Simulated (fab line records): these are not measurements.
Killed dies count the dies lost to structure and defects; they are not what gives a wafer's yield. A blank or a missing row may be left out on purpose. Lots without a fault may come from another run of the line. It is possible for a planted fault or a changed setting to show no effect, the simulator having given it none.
Chamber matching -- flow n5-finfet -- 4 sister chambers for N5_FIN_SAQP_SPACER2_ALD_28 on ald-sin-02
The step deposits SiO2, target thk 8.1 nm, pulse time 1 s, purge time 2 s. 16 wafers are shown with their chamber, then 8 later ones without.

WAFERS PAIRED WITH THEIR CHAMBERS
wafer,chamber,heater-power-w (W),chamber-pressure-Torr (Torr),precursor-pulse-height-rel
L074.4,1,461,1.993,0.975
L074.5,3,445,1.999,0.998
L074.6,2,527,1.997,1.016
L081.3,3,442,1.998,1.010
L081.4,2,520,1.997,0.973
L081.5,1,469,1.997,0.983
L084.1,3,461,1.998,1.005
L084.3,1,465,1.995,1.001
L084.6,0,538,1.998,0.996
L085.1,2,517,2.001,0.975
L085.2,0,548,2.001,1.024
L085.6,0,552,2.001,0.981
L086.3,2,510,2.009,0.996
L086.4,0,546,2.001,0.985
L086.5,0,541,1.996,0.997
L087.3,2,513,2.001,0.982

SIGNATURES (averages over the wafers above)
reading,chamber 0,chamber 1,chamber 2,chamber 3,scatter within a chamber
heater-power-w,545.00,465.00,517.40,449.33,6.69
chamber-pressure-Torr,1.99940,1.99500,2.00100,1.99833,0.00324
precursor-pulse-height-rel,0.99660,0.98633,0.98840,1.00433,0.0154
Rule: a wafer lies at a distance from a chamber equal to the root of the sum of squares, over the readings, of (its reading less the chamber's mean, divided by the reading's scatter). If the next closest chamber is less than 2 further off than the closest, the wafer can't be placed; otherwise it belongs to the closest. The scatter: take each reading less its chamber's mean, square it, sum over the shown wafers, divide by the number of wafers less the number of chambers, and take the root.

WAFERS WITHOUT THEIR CHAMBER
wafer,heater-power-w (W),chamber-pressure-Torr (Torr),precursor-pulse-height-rel
L087.5,456,1.998,1.000
L087.6,515,2.011,1.002
L091.3,546,1.999,0.978
L091.5,510,1.999,1.016
L091.6,475,2.003,1.004
L093.1,465,2.003,1.005
L093.4,541,2.000,0.987
L093.5,444,2.007,1.029

WHICH CHAMBER EACH ONE RAN IN
wafer,from the rows above,in truth
L087.5,can't be placed: 3 or 1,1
L087.6,2,2
L091.3,0,0
L091.5,2,2
L091.6,can't be placed: 1 or 3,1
L093.1,can't be placed: 3 or 1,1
L093.4,0,0
L093.5,3,3
Placed correctly: 5 of 8. These rows do not allow placing 3 (true chamber among the candidates in 3). Number placed wrongly: 0.
